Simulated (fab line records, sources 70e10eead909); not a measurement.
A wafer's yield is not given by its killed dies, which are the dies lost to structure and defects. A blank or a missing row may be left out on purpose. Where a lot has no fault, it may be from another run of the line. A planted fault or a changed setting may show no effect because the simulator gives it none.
Matching of chambers + flow nandHarc + 4 sister chambers for NHARC_A_STAIRCASE_ETCH_292 on rieDiel-13
The step etches the open film in CF4/CHF3. 4 wafers are shown with their chamber, then 7 later ones without.

## WAFERS WITH THEIR CHAMBER
| wafer  | chamber | showerheadPlenumPTorr (Torr) |
|--------|---------|------------------------------|
| L085.4 | 0       | 1.61                         |
| L088.1 | 3       | 1.59                         |
| L088.4 | 1       | 1.68                         |
| L091.3 | 2       | 1.55                         |

## WAFERS WITHOUT THEIR CHAMBER
| wafer  | showerheadPlenumPTorr (Torr) |
|--------|------------------------------|
| L091.4 | 1.59                         |
| L092.2 | 1.68                         |
| L092.3 | 1.60                         |
| L092.4 | 1.55                         |
| L096.1 | 1.68                         |
| L096.3 | 1.55                         |
| L096.6 | 1.58                         |

## WHICH CHAMBER EACH ONE RAN IN
| wafer  | from the rows above     | in truth |
|--------|-------------------------|----------|
| L091.4 | 3                       | 3        |
| L092.2 | 1                       | 1        |
| L092.3 | can't be placed: 0 or 3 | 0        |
| L092.4 | 2                       | 2        |
| L096.1 | 1                       | 1        |
| L096.3 | 2                       | 2        |
| L096.6 | 3                       | 3        |
6 of 7 placed correctly. From these rows, 1 cannot be placed; in 1 the true chamber is one of the candidates. 0 placed wrongly.
How it was worked out, from the rows above alone: a wafer's distance from a chamber is the root of the sum, over the readings, of the square of ((its reading less the chamber's mean) divided by the reading's scatter). The wafer belongs to the nearest chamber; if the next one is less than 2 further off, it can't be placed. A chamber's mean is the mean of its shown wafers. The scatter: with one shown wafer a chamber, the root of the mean of the squares of how far each hidden wafer lies from its nearest shown one.
